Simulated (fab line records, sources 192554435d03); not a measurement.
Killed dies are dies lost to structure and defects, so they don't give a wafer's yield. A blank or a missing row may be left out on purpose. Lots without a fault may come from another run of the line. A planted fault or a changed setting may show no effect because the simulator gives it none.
fab line records | flow n5_finfet
record lots=6 wafers=18 last_day=18
route steps=1938 shown ZERO_LAYER@9 WELL_APT@20 BEOL_M4@1111 PASSIVATION@1936
lots that met no fault: from a run of the same line without faults
start_h: hours from the record's first day to the start of the lot's first wafer shown | wait_h: hours since the lot's step before | " the same as in the row above | L1.1+2: a row that stands for several wafers | - no value, or no start given | * or withheld: withheld | < > ~ a bound
route shown NAME@n: a module of which the file shows steps, and the number in the route of the first | usual: mean/standard deviation of fault-free wafers | same: alike in all rows | chamber/n: place in a boat | sites: the reading at each site | _std_site: their standard deviation | _edge_site: outer sites' mean less inner sites' | radius_mm: how far each site lies from the wafer's centre | mask NAME#n: copy n | behind: the tool/chamber that last shaped the wafer | hold: why the lot was held/for how many hours/how that ended | device: the transistor (n, p or np) that didn't switch | end of line: the same wafers' tests at the end of the route | a step without rows: its recipe alone | killed: dies lost to structure and defects at the first sort, not the wafer's yield | map: a wafer's dies, x killed, . not, _ none there
set.NAME: the setting as run; set.NAME@STEP: as run at that earlier step | model.NAME: the simulator's own value behind a step, which no gauge read
lots at some steps of the route; a table a step, a row a wafer
services: from which hour (start_h, from the record's first day; less than 0 if before it) a tool's chamber was out of use, for how many hours, and why
## steps
# step N5_ZERO_LAYER_EXPOSE_08
# recipe mask_id=ZERO na=0.55 source_shape=conventional sigma_outer=0.8 polarization=unpolarized defocus_nm=0 target_cd_nm=2000 dose_mj=16.2
# step N5_ZERO_LAYER_PEB_09
# recipe peb_temp_c=withheld peb_time_s=*
# step N5_ZERO_LAYER_DEVELOP_10
# recipe develop_time_s=60 rinse_liquid=diw dry=air_spin dev_temp_c=21
# step N5_ZERO_LAYER_HARDBAKE_23
# recipe temp_c=130 time_s=120
# step N5_ZERO_LAYER_CD_MEAS_11
# recipe target_cd_nm=2000 landing_energy_ev=500 detector=se_inlens
# usual cd_nm=2000.3/1.8
# columns lot.wafer tool chamber start_h wait_h cd_nm
L819.2 cd_sem-03 0 42.67 - 1996.0
L819.3 " 0 " " 1999.8
L819.5 " 0 " " 2000.4
L820.1 cd_sem-01 0 48.70 - 2003.4
L820.3 " 0 " " 2000.1
L820.6 " 0 " " 1998.4
L823.1 cd_sem-01 0 66.77 - 1998.8
L823.3 " 0 " " 1997.6
L823.4 " 0 " " 2000.1
L824.1 cd_sem-01 0 72.77 - 2001.4
L824.2 " 0 " " 2003.5
L824.4 " 0 " " 2000.9
L835.1 cd_sem-03 0 138.64 - 1997.8
L835.4 " 0 " " 1999.2
L835.6 " 0 " " 1997.5
L836.1 cd_sem-01 0 144.64 - 1996.2
L836.3 " 0 " " 1998.0
L836.5 " 0 " " 1999.7
# step N5_ZERO_LAYER_DESCUM_16
# recipe chemistry=O2 time_s=7.9 source_power_w=50 bias_power_w=20 pressure_mtorr=20 rf_frequency_hz=2.712e+07 temp_c=40 o2_flow_sccm=225
# usual drypump_motor_current_A=5.8/0.41 oes_product_au=0.78/0.069 rf_vpp_V=243.4/1.4 showerhead_plenum_p_Torr=2.11/0.071 throttle_valve_pct=20.46/0.2
# columns lot.wafer tool chamber start_h wait_h drypump_motor_current_A oes_product_au rf_hours_counter_h rf_vpp_V showerhead_plenum_p_Torr throttle_valve_pct
L819.2 rie_diel-01 3 42.76 0.1 5.0 0.76 154 241.3 2.03 20.53
L819.3 " 2 " " 6.0 0.75 142 244.1 2.16 20.38
L819.5 " 3 " " 5.0 0.75 - 242.0 2.03 20.53
L820.1 rie_diel-02 0 48.85 0.2 5.7 0.77 119 242.6 2.11 20.24
L820.3 " 2 " " 4.9 0.77 146 242.1 2.08 20.14
L820.6 " 1 " " 6.2 0.74 - 244.2 2.18 20.41
L823.1 rie_diel-05 2 66.80 0.0 5.6 0.75 179 244.9 2.16 20.30
L823.3 " 3 " " 5.6 0.75 185 244.1 2.18 20.50
L823.4 " 1 " " 5.7 0.74 143 243.2 2.01 20.82
L824.1 rie_diel-02 2 72.80 0.0 4.9 0.76 153 243.1 2.08 20.16
L824.2 " 1 " " 6.2 0.74 165 244.4 2.18 20.42
L824.4 " 3 " " 5.9 0.74 162 241.4 2.01 20.47
L835.1 rie_diel-05 2 138.86 0.2 5.6 0.73 199 244.4 2.15 20.34
L835.4 " 1 " " 5.7 0.72 162 241.3 2.01 20.86
L835.6 " 1 " " 5.7 0.73 - 241.6 2.01 20.87
L836.1 rie_diel-02 2 144.79 0.1 5.0 0.73 177 242.7 2.07 20.21
L836.3 " 1 " " 6.2 0.72 182 245.2 2.17 20.47
L836.5 " 3 " " 5.9 0.72 - 243.6 2.00 20.50
# step N5_ZERO_LAYER_ETCH_17
# recipe chemistry=CF4 target=SiO2 target_depth_a=120 time_s=13.3 ion_energy_ev=350 pressure_mtorr=40 source_w=450 bias_w=215 Ar_flow_sccm=100 cf4_flow_sccm=100
# usual drypump_motor_current_A=5.8/0.41 oes_product_au=0.77/0.067 rf_vpp_V=950/4.9 showerhead_plenum_p_Torr=2.16/0.075 throttle_valve_pct=15.68/0.15
# columns lot.wafer tool chamber start_h wait_h drypump_motor_current_A oes_product_au rf_hours_counter_h rf_vpp_V showerhead_plenum_p_Torr throttle_valve_pct
L819.2 rie_diel-01 3 42.80 0.0 5.0 0.74 154 941 2.07 15.61
L819.3 " 2 " " 6.0 0.75 142 954 2.23 15.80
L819.5 " 3 " " 5.0 0.75 - 943 2.07 15.62
L820.1 rie_diel-02 0 48.89 0.0 5.7 0.79 119 951 2.16 15.52
L820.3 " 2 " " 5.0 0.76 146 948 2.14 15.48
L820.6 " 1 " " 6.2 0.75 - 955 2.23 15.66
L823.1 rie_diel-05 2 66.84 0.0 5.6 0.74 179 954 2.22 15.65
L823.3 " 3 " " 5.6 0.74 185 954 2.21 15.63
L823.4 " 1 " " 5.7 0.74 143 944 2.06 15.96
L824.1 rie_diel-02 2 72.84 0.0 5.0 0.76 153 948 2.13 15.49
L824.2 " 1 " " 6.2 0.74 165 953 2.23 15.67
L824.4 " 3 " " 5.9 0.72 162 944 2.05 15.68
L835.1 rie_diel-05 2 138.89 0.0 5.6 0.72 199 953 2.21 15.70
L835.4 " 1 " " 5.7 0.72 162 943 2.06 16.01
L835.6 " 1 " " 5.7 0.72 - 941 2.06 16.00
L836.1 rie_diel-02 2 144.83 0.0 4.9 0.74 177 948 2.13 15.53
L836.3 " 1 " " 6.2 0.73 182 954 2.22 15.71
L836.5 " 3 " " 5.9 0.70 - 941 2.04 15.72
# step N5_ZERO_LAYER_ETCH_18
# recipe chemistry=HBr/Cl2 target=Si target_depth_a=1200 time_s=40 pressure_mtorr=10 icp_w=800 bias_w=75 HBr_flow_sccm=150 Cl2_flow_sccm=80
# usual drypump_motor_current_A=5.85/0.28 oes_product_au=1.001/0.017 throttle_valve_pct=36.3/0.48
# columns lot.wafer tool chamber start_h wait_h drypump_motor_current_A oes_product_au rf_hours_counter_h throttle_valve_pct
L819.2 rie_si-03 3 42.87 0.0 6.08 0.990 2 36.2
L819.3 " 0 " " 6.01 1.039 26 36.6
L819.5 " 1 " " 5.67 0.998 - 36.6
L820.1 rie_si-03 2 48.96 0.0 5.52 0.998 57 35.3
L820.3 " 1 " " 5.67 1.001 5 36.5
L820.6 " 0 " " 6.06 1.032 - 36.6
L823.1 rie_si-03 3 66.91 0.0 6.07 0.983 2 36.2
L823.3 " 0 " " 5.97 1.028 27 36.6
L823.4 " 2 " " 5.50 1.004 57 35.3
L824.1 rie_si-02 1 72.91 0.0 5.80 0.976 76 35.9
L824.2 " 2 " " 5.20 1.001 6 36.5
L824.4 " 0 " " 5.72 1.001 39 37.0
L835.1 rie_si-02 0 138.97 0.0 5.70 1.010 41 37.0
L835.4 " 1 " " 5.83 0.977 77 35.9
L835.6 " 3 " " 5.68 1.002 - 35.8
L836.1 rie_si-03 1 144.90 0.0 5.69 1.006 7 36.6
L836.3 " 0 " " 6.04 1.040 28 36.6
L836.5 " 3 " " 6.05 0.992 - 36.2
# step N5_ZERO_LAYER_STRIP_24
# recipe chemistry=O2 power_w=1000 temp_c=250 overash_fraction=0.3 pressure_mtorr=1000 o2_flow_sccm=6750
# usual drypump_motor_current_A=5.76/0.096 heater_power_w=300/11 oes_product_au=0.647/0.0045 strip_time_to_endpoint_s=43.83/0.097
# columns lot.wafer tool chamber start_h wait_h drypump_motor_current_A heater_power_w oes_product_au rf_hours_counter_h strip_time_to_endpoint_s
L819.2 plasma_asher-01 0 42.97 0.1 5.79 305 0.650 28 44.00
L819.3 " 1 " " 5.66 309 0.649 - 43.87
L819.5 " 1 " " 5.67 302 0.643 - 43.79
L820.1 plasma_asher-01 0 49.07 0.1 5.81 301 0.654 29 43.85
L820.3 " 0 " " 5.77 306 0.650 - 43.83
L820.6 " 1 " " 5.67 299 0.648 - 43.76
L823.1 plasma_asher-01 0 67.02 0.1 5.82 299 0.648 33 43.96
L823.3 " 0 " " 5.81 317 0.653 - 43.94
L823.4 " 1 " " 5.66 308 0.650 - 43.99
L824.1 plasma_asher-01 0 73.02 0.1 5.78 306 0.646 34 43.92
L824.2 " 1 " " 5.73 302 0.645 34 43.87
L824.4 " 0 " " 5.84 306 0.655 - 44.02
L835.1 plasma_asher-01 1 139.07 0.1 5.71 299 0.639 46 43.76
L835.4 " 1 " " 5.73 303 0.644 - 43.73
L835.6 " 0 " " 5.82 304 0.640 - 43.77
L836.1 plasma_asher-02 0 145.01 0.1 5.68 275 0.654 104 43.77
L836.3 " 0 " " 5.67 273 0.648 - 43.76
L836.5 " 1 " " 5.96 297 0.652 - 43.82
# step N5_ZERO_LAYER_STRIP_19
# recipe chemistry=SPM time_s=900 temp_c=130 h2so4_h2o2_vol_ratio=4 dry=ipa_marangoni
# step N5_ZERO_LAYER_INSPECT_20
# recipe inspect_instrument=darkfield mode=post_clean
# usual raw_defect_count=38/18
# columns lot.wafer tool chamber start_h wait_h raw_defect_count
L819.2 defect_inspect-02 - 43.34 0.0 15
L819.3 " - " " 68
L819.5 " - " " 30
L820.1 defect_inspect-02 - 49.43 0.0 20
L820.3 " - " " 43
L820.6 " - " " 49
L823.1 defect_inspect-02 - 67.38 0.0 41
L823.3 " - " " 44
L823.4 " - " " 34
L824.1 defect_inspect-02 - 73.38 0.0 32
L824.2 " - " " 61
L824.4 " - " " 76
L835.1 defect_inspect-01 - 139.43 0.0 25
L835.4 " - " " 43
L835.6 " - " " 22
L836.1 defect_inspect-01 - 145.37 0.0 54
L836.3 " - " " 61
L836.5 " - " " 59
# step N5_WELL_APT_HMDS_01
# recipe time_s=60 temp_c=120
# step N5_WELL_APT_COAT_02
# recipe spin_rpm=1357 resist_thk_nm=950
# usual spin_speed_rpm=1356.9/0.8
# columns lot.wafer tool chamber start_h wait_h spin_speed_rpm model.coat_of_WELL_APT_COAT_02.thk_nm
L819.2 litho_track-04 0 43.37 - 1357.1 954.7
L819.3 " 0 " " 1355.8 952.4
L819.5 " 0 " " 1357.2 953.6
L820.1 litho_track-03 0 49.46 - 1356.8 951.2
L820.3 " 0 " " 1356.5 950.4
L820.6 " 0 " " 1356.2 949.7
L823.1 litho_track-04 0 67.41 - 1583.0 882.4
L823.3 " 0 " " 1582.3 882.4
L823.4 " 0 " " 1583.3 882.1
L824.1 litho_track-04 0 73.41 - 1585.0 875.6
L824.2 " 0 " " 1585.0 878.1
L824.4 " 0 " " 1583.9 879.9
L835.1 litho_track-03 0 139.47 - 1358.0 950.9
L835.4 " 0 " " 1358.4 953.5
L835.6 " 0 " " 1357.0 951.3
L836.1 litho_track-01 0 145.41 - 1357.6 943.4
L836.3 " 0 " " 1357.5 945.2
L836.5 " 0 " " 1355.9 945.6
# step N5_WELL_APT_EBR_04
# recipe solvent=PGMEA ebr_width_mm=1.5
# step N5_WELL_APT_SOFTBAKE_03
# recipe temp_c=130 time_s=60
# step N5_WELL_APT_EXPOSE_05
# recipe mask_id=NWELL na=0.8 source_shape=conventional sigma_outer=0.8 polarization=unpolarized defocus_nm=0 target_cd_nm=200 dose_mj=20.3
# step N5_WELL_APT_PEB_06
# recipe peb_temp_c=130 peb_time_s=90
# step N5_WELL_APT_DEVELOP_07
# recipe develop_time_s=45 rinse_liquid=surfactant_rinse dry=air_spin dev_temp_c=21
# step N5_WELL_APT_HARDBAKE_12
# recipe temp_c=130 time_s=120
# step N5_WELL_APT_CD_MEAS_08
# recipe target_cd_nm=200 landing_energy_ev=500 detector=se_inlens
# usual cd_nm=200.3/1.7
# columns lot.wafer tool chamber start_h wait_h cd_nm
L819.2 cd_sem-01 0 43.64 - 203.9
L819.3 " 0 " " 201.3
L819.5 " 0 " " 201.3
L820.1 cd_sem-02 0 49.73 - 199.0
L820.3 " 0 " " 201.5
L820.6 " 0 " " 201.2
L823.1 cd_sem-02 0 67.81 - 202.5
L823.3 " 0 " " 204.2
L823.4 " 0 " " 202.0
L824.1 cd_sem-01 0 73.68 - 204.5
L824.2 " 0 " " 202.7
L824.4 " 0 " " 204.2
L835.1 cd_sem-01 0 139.86 - 202.4
L835.4 " 0 " " 199.2
L835.6 " 0 " " 200.4
L836.1 cd_sem-03 0 145.80 - 200.1
L836.3 " 0 " " 198.9
L836.5 " 0 " " 198.1
# step N5_WELL_APT_OVL_MEAS_09
# recipe points_per_wafer=44
# usual NWELL_OVL=2/4.9
# columns lot.wafer tool chamber start_h wait_h NWELL_OVL[nm]
L819.2 overlay-01 0 43.67 0.0 4
L819.3 " 0 " " 7
L819.5 " 0 " " 9
L820.1 overlay-02 0 49.76 0.0 2
L820.3 " 0 " " -2
L820.6 " 0 " " 2
L823.1 overlay-01 0 67.84 0.0 3
L823.3 " 0 " " 1
L823.4 " 0 " " 5
L824.1 overlay-02 0 73.71 0.0 9
L824.2 " 0 " " 10
L824.4 " 0 " " 5
L835.1 overlay-02 0 139.89 0.0 5
L835.4 " 0 " " -1
L835.6 " 0 " " -8
L836.1 overlay-02 0 145.83 0.0 9
L836.3 " 0 " " 7
L836.5 " 0 " " 8
# step N5_WELL_APT_INSPECT_10
# recipe mode=adi inspect_instrument=macro
# usual raw_defect_count=2.0/1.5
# columns lot.wafer tool chamber start_h wait_h raw_defect_count
L819.2 defect_inspect-02 - 43.70 0.0 1
L819.3 " - " " 0
L819.5 " - " " 3
L820.1 defect_inspect-02 - 49.78 0.0 2
L820.3 " - " " 0
L820.6 " - " " 4
L823.1 defect_inspect-02 - 67.86 0.0 2
L823.3 " - " " 1
L823.4 " - " " 3
L824.1 defect_inspect-02 - 73.73 0.0 2
L824.2 " - " " 0
L824.4 " - " " 1
L835.1 defect_inspect-01 - 139.92 0.0 3
L835.4 " - " " 3
L835.6 " - " " 2
L836.1 defect_inspect-02 - 145.86 0.0 2
L836.3 " - " " 0
L836.5 " - " " 1
# step N5_WELL_APT_DESCUM_13
# recipe chemistry=O2 time_s=7.9 source_power_w=50 bias_power_w=20 pressure_mtorr=20 rf_frequency_hz=2.712e+07 temp_c=40 o2_flow_sccm=225
# usual drypump_motor_current_A=5.6/0.64 oes_product_au=0.80/0.1 rf_vpp_V=242.4/1 showerhead_plenum_p_Torr=2.04/0.05 throttle_valve_pct=20.48/0.2
# columns lot.wafer tool chamber start_h wait_h drypump_motor_current_A oes_product_au rf_hours_counter_h rf_vpp_V showerhead_plenum_p_Torr throttle_valve_pct model.coat_of_WELL_APT_COAT_02.thk_nm model.WELL_APT.cd_nm
L819.2 rie_diel-06 1 43.78 0.1 4.8 0.88 48 243.5 2.02 20.27 936.6 203.7
L819.3 " 3 " " 6.7 0.71 222 242.1 2.08 20.82 934.4 201.2
L819.5 " 3 " " 6.7 0.71 - 242.6 2.08 20.79 935.5 201.7
L820.1 rie_diel-03 0 49.82 0.0 5.0 0.67 249 243.0 2.16 21.07 933.1 199.4
L820.3 " 2 " " 4.8 0.70 244 241.9 2.08 20.46 932.3 201.4
L820.6 " 3 " " 6.5 0.70 - 242.6 1.97 20.48 931.6 201.1
L823.1 rie_diel-03 3 67.92 0.1 6.5 0.68 242 240.7 1.97 20.50 864.3 202.6
L823.3 " 2 " " 4.8 0.69 251 242.2 2.08 20.49 864.3 204.4
L823.4 " 1 " " 6.6 0.71 - 242.0 1.98 20.55 863.9 202.2
L824.1 rie_diel-03 3 73.77 0.0 6.5 0.68 244 242.0 1.97 20.50 857.5 204.4
L824.2 " 2 " " 4.8 0.69 253 244.1 2.08 20.49 859.9 202.6
L824.4 " 2 " " 4.8 0.69 - 242.7 2.07 20.47 861.8 204.1
L835.1 rie_diel-04 1 140.20 0.3 6.1 0.88 36 243.4 2.06 20.34 932.7 202.3
L835.4 " 3 " " 5.7 0.89 50 240.8 2.07 20.70 935.4 199.4
L835.6 " 1 " " 6.1 0.89 - 241.2 2.06 20.33 933.1 200.2
L836.1 rie_diel-06 1 145.89 0.0 4.8 0.84 82 242.6 2.01 20.32 925.3 199.8
L836.3 " 2 " " 5.4 0.72 211 242.0 1.98 20.55 927.1 198.9
L836.5 " 0 " " 5.1 0.86 - 242.3 2.03 20.36 927.5 198.2
# step N5_WELL_APT_IMPLANT_14
# recipe species=P energy_kev=160 dose_cm2=1.5e+13 tilt_deg=0 rotation_deg=0
# step N5_BEOL_M4_RC_MEAS_101
# usual DIBL_N=36.0/1.6 DIBL_P=36.1/2 IOFF_N=0.160/0.029 IOFF_P=0.21/0.039 ION_N=675/13 ION_P=464/8.8 SS_N=71.5/0.58 SS_P=73.3/0.65 VT_N=250/3.3 VT_P=-249/3.6
# columns lot.wafer tool chamber start_h wait_h DIBL_N[mV/V] DIBL_P[mV/V] IOFF_N[nA/um] IOFF_P[nA/um] ION_N[uA/um] ION_P[uA/um] SS_N[mV/dec] SS_P[mV/dec] VT_N[mV] VT_P[mV]
L820.1 prober-01 0 204.34 0.0 35.6 35.6 0.160 0.19 655 449 71.4 73.5 252 -252
L820.3 " 0 " " 35.5 37.7 0.152 0.21 669 455 71.2 74.0 254 -251
L820.6 " 0 " " 37.6 38.3 0.188 0.23 671 457 71.9 74.1 249 -249
L819.2 prober-02 0 204.80 0.2 36.0 34.9 0.136 0.20 663 461 71.1 72.7 252 -248
L819.3 " 0 " " 37.8 37.3 0.179 0.24 683 467 71.7 73.8 248 -248
L819.5 " 0 " " 36.9 36.2 0.153 0.22 688 471 71.0 73.2 250 -245
L823.1 prober-02 0 220.01 0.0 36.2 34.9 0.161 0.21 669 460 71.2 73.3 250 -247
L823.3 " 0 " " 38.6 37.5 0.207 0.25 681 456 72.4 73.8 246 -248
L823.4 " 0 " " 39.3 39.8 0.235 0.27 705 476 72.2 74.7 241 -248
L824.1 prober-02 0 234.40 0.0 36.5 37.7 0.167 0.27 673 470 71.8 73.6 246 -244
L824.2 " 0 " " 39.1 39.4 0.227 0.29 681 466 73.4 73.5 244 -244
L824.4 " 0 " " 37.2 39.1 0.185 0.30 689 479 71.9 73.8 244 -243
L835.1 prober-02 0 294.45 0.0 34.6 35.7 0.152 0.22 666 456 71.4 73.7 250 -247
L835.4 " 0 " " 31.8 33.1 0.106 0.18 655 457 70.4 72.1 255 -252
L835.6 " 0 " " 30.4 31.7 0.092 0.16 650 453 70.9 72.3 259 -254
L836.1 prober-02 0 303.28 0.0 34.6 34.1 0.130 0.18 657 452 71.7 72.8 254 -251
L836.3 " 0 " " 36.9 38.1 0.192 0.26 674 464 71.4 73.9 248 -246
L836.5 " 0 " " 33.7 33.0 0.120 0.17 660 454 71.5 72.7 255 -252
# step N5_PASSIVATION_PROBE_49
# usual defect_limited_yield=91.0/1.3 killed_at_M0_to_M3=36/9.5 killed_at_M4_up=14/5.6 killed_at_contacts=12/6.4 killed_at_front_end=40/10 killed_at_other=3.2/3 killed_dies=107/15 killed_on_rim=15/4.5 killed_open=69/12 killed_short=35/7.7 sort_bin_5_function=5.3/0.91 sort_bin_6_memory=3.3/0.65 sort_bin_8_speed=0.00/0.012 sort_n_pass=1073/15 sort_yield_pct=91.0/1.3
# same gross_dies=1180 killed_at_back_side=0 sort_bin_4_leakage[%]=0
# columns lot.wafer tool chamber start_h wait_h defect_limited_yield[%] killed_at_M0_to_M3 killed_at_M4_up killed_at_contacts killed_at_front_end killed_at_other killed_dies killed_on_rim killed_open killed_short sort_bin_5_function[%] sort_bin_6_memory[%] sort_bin_8_speed[%] sort_n_pass sort_yield_pct[%]
L819.2 prober-02 - 310.50 0.1 91.8 41 11 6 39 0 97 19 56 34 5.3 2.2 0 1083 91.8
L819.3 prober-02 - 310.55 0.1 93.4 31 10 4 30 3 78 10 47 29 4.0 2.3 0 1102 93.4
L819.5 prober-02 - 310.65 0.2 92.5 25 16 5 38 4 88 8 52 35 4.4 2.9 0 1092 92.5
L823.1 prober-02 - 332.97 0.5 90.3 38 13 19 41 3 114 12 81 33 5.4 4.0 0 1066 90.3
L823.3 prober-02 - 333.07 0.6 92.0 34 23 11 24 2 94 12 57 33 4.3 3.3 0 1086 92.0
L823.4 prober-02 - 333.12 0.7 90.7 51 12 13 34 0 110 16 66 41 5.3 3.6 0 1070 90.7
L824.1 prober-01 - 346.27 0.0 92.5 25 10 2 50 2 89 16 55 31 3.7 3.2 0 1091 92.5
L824.2 prober-01 - 346.32 0.1 92.5 16 15 4 47 7 89 20 53 26 4.1 2.5 0 1091 92.5
L824.4 prober-01 - 346.42 0.2 91.6 39 11 10 36 3 99 16 58 36 4.6 3.1 0 1081 91.6
L835.1 prober-01 - 403.33 0.0 93.5 24 13 13 27 0 77 9 57 20 3.6 2.6 0 1103 93.5
L835.4 prober-01 - 403.48 0.2 91.3 40 13 22 25 3 103 13 76 23 5.2 3.4 0 1077 91.3
L835.6 prober-01 - 403.58 0.3 92.9 26 15 16 27 0 84 12 55 27 4.5 2.4 0 1096 92.9
# killed by level:class
L819.2 BEOL_M0_SAQP:geometric_particle:open=12 BEOL_M0_SAQP:geometric_particle:short=11 FIN_SAQP:geometric_particle:open=7 DUMMY_GATE:geometric_particle:open=6 HKMG_FIN:area_etch=6 FIN_SAQP:geometric_particle:short=5 MOL_CONTACT_COAG:geometric_particle:open=5 BEOL_M1:geometric_particle:open=5
L819.3 BEOL_M0_SAQP:geometric_particle:open=9 BEOL_M0_SAQP:geometric_particle:short=7 GATE_CUT:geometric_particle:short=5 BEOL_M3:geometric_particle:open=5 STARTING-WAFER:geometric_particle:short=5 FIN_SAQP:geometric_particle:open=4 MOL_CONTACT_COAG:geometric_particle:open=4 STARTING-WAFER:geometric_particle:open=4
L819.5 GATE_CUT:geometric_particle:short=10 BEOL_M4:geometric_particle:open=8 BEOL_M1:geometric_particle:short=6 BEOL_M2:geometric_particle:open=6 BEOL_M3:geometric_particle:open=5 BEOL_M5:geometric_particle:open=5 STI_FIN_REVEAL:geometric_particle:open=4 DUMMY_GATE:geometric_particle:open=4
L823.1 FIN_SAQP:geometric_particle:open=13 MOL_CONTACT_COAG:geometric_particle:open=13 BEOL_M3:geometric_particle:open=11 FIN_SAQP:geometric_particle:short=8 MOL_CONTACT_COAG:geometric_particle:short=6 BEOL_M1:geometric_particle:open=6 BEOL_M0_SAQP:geometric_particle:open=5 BEOL_M2:geometric_particle:open=5
L823.3 MOL_CONTACT_COAG:geometric_particle:open=8 BEOL_M3:geometric_particle:open=8 BEOL_M5:geometric_particle:open=7 BEOL_M0_SAQP:geometric_particle:short=6 BEOL_M0_SAQP:geometric_particle:open=6 BEOL_M1:geometric_particle:open=6 STI_FIN_REVEAL:geometric_particle:open=5 STARTING-WAFER:geometric_particle:open=4
L823.4 MOL_CONTACT_COAG:geometric_particle:open=10 BEOL_M3:geometric_particle:open=10 BEOL_M1:geometric_particle:open=9 BEOL_M0_SAQP:geometric_particle:short=8 FIN_SAQP:geometric_particle:open=7 STI_FIN_REVEAL:geometric_particle:open=6 BEOL_M0_SAQP:geometric_particle:open=6 BEOL_M3:geometric_particle:short=6
L824.1 FIN_SAQP:geometric_particle:open=15 FIN_SAQP:geometric_particle:short=13 BEOL_M1:geometric_particle:open=9 BEOL_M4:geometric_particle:open=7 STI_FIN_REVEAL:geometric_particle:open=7 BEOL_M0_SAQP:geometric_particle:open=5 BEOL_M0_SAQP:geometric_particle:short=4 GATE_CUT:geometric_particle:open=3
L824.2 BEOL_M4:geometric_particle:open=10 HKMG_FIN:area_etch=10 BEOL_M1:geometric_particle:open=9 FIN_SAQP:geometric_particle:open=7 FIN_SAQP:geometric_particle:short=5 GATE_CUT:geometric_particle:short=4 MOL_CONTACT_COAG:geometric_particle:open=4 STI_FIN_REVEAL:geometric_particle:open=3
L824.4 BEOL_M1:geometric_particle:open=8 BEOL_M0_SAQP:geometric_particle:open=8 MOL_CONTACT_COAG:geometric_particle:open=7 BEOL_M0_SAQP:geometric_particle:short=7 BEOL_M2:geometric_particle:open=7 FIN_SAQP:geometric_particle:short=6 DUMMY_GATE:geometric_particle:open=5 BEOL_M4:geometric_particle:open=5
L835.1 MOL_CONTACT_COAG:geometric_particle:open=11 FIN_SAQP:geometric_particle:short=7 BEOL_M4:geometric_particle:open=7 BEOL_M3:geometric_particle:open=6 BEOL_M2:geometric_particle:open=6 BEOL_M0_SAQP:geometric_particle:open=5 FIN_SAQP:geometric_particle:open=4 GATE_CUT:geometric_particle:short=4
L835.4 MOL_CONTACT_COAG:geometric_particle:open=17 FIN_SAQP:geometric_particle:open=10 BEOL_M0_SAQP:geometric_particle:open=9 BEOL_M1:geometric_particle:open=7 STI_FIN_REVEAL:geometric_particle:open=6 BEOL_M2:geometric_particle:open=6 MOL_CONTACT_COAG:geometric_particle:short=5 BEOL_M3:geometric_particle:open=5
L835.6 MOL_CONTACT_COAG:geometric_particle:open=11 BEOL_M2:geometric_particle:open=10 GATE_CUT:geometric_particle:short=5 MOL_CONTACT_COAG:geometric_particle:short=5 BEOL_M4:geometric_particle:open=5 FIN_SAQP:geometric_particle:open=4 GATE_CUT:geometric_particle:open=4 BEOL_M0_SAQP:geometric_particle:short=4
## services
# columns tool chamber start_h hours kind
rie_diel-01 1 29.01 - clean
rie_diel-01 1 29.01 - consumable_replace:focus_ring
rie_diel-04 2 31.94 2.5 repair
rie_diel-03 0 54.03 - clean
rie_diel-03 0 54.03 - consumable_replace:focus_ring
rie_diel-03 0 54.03 24.2 scheduled_down
rie_diel-03 0 54.03 24.2 vent_cycle
rie_diel-01 3 76.84 10.0 repair
rie_diel-03 2 78.36 - clean
rie_diel-03 2 78.36 - consumable_replace:focus_ring
rie_diel-03 2 78.36 23.1 scheduled_down
rie_diel-03 2 78.36 23.1 vent_cycle
rie_si-03 - 81.65 0.4 repair
rie_diel-06 3 81.71 6.0 repair
rie_diel-05 1 91.99 2.6 repair
rie_diel-02 1 92.88 3.0 repair
rie_diel-03 - 97.60 2.8 pm
rie_diel-03 3 101.64 - clean
rie_diel-03 3 101.64 - consumable_replace:focus_ring
rie_diel-03 3 101.64 - consumable_replace:showerhead
rie_diel-03 3 101.64 20.1 scheduled_down
rie_diel-03 3 101.64 20.1 vent_cycle
rie_diel-02 1 113.71 14.4 repair
rie_diel-04 1 120.81 9.9 repair
## key
first_sign step=N5_WELL_APT_COAT_02 reading=spin_speed_rpm direction=up sigmas=99+ usual=* struck=*
effect step=N5_WELL_APT_CD_MEAS_08 reading=cd_nm direction=up sigmas=1.8 usual=200.3 struck=203.3
model_effect step=N5_WELL_APT_COAT_02 value=coat_of_WELL_APT_COAT_02.thk_nm without=950.8 struck=880.1
model_effect step=N5_WELL_APT_DESCUM_13 value=coat_of_WELL_APT_COAT_02.thk_nm without=932.7 struck=862
met_at N5_WELL_APT_COAT_02
struck_wafers L823.1,L823.3,L823.4,L824.1,L824.2,L824.4
baseline_loss step=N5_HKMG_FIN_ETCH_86 wafers=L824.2
onset_between 43.37 67.41
fault kind=process_parameter_drift tool=litho_track-04 chamber=- onset_h=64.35 steps=N5_WELL_APT_COAT_02 channel=spin_rpm offset=* shape=step end_h=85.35 acts_in=* stated=*
# baseline_loss: these wafers lose ten dies or more at that step, a loss of the line's own and not of a fault; the sort's usual values leave them out
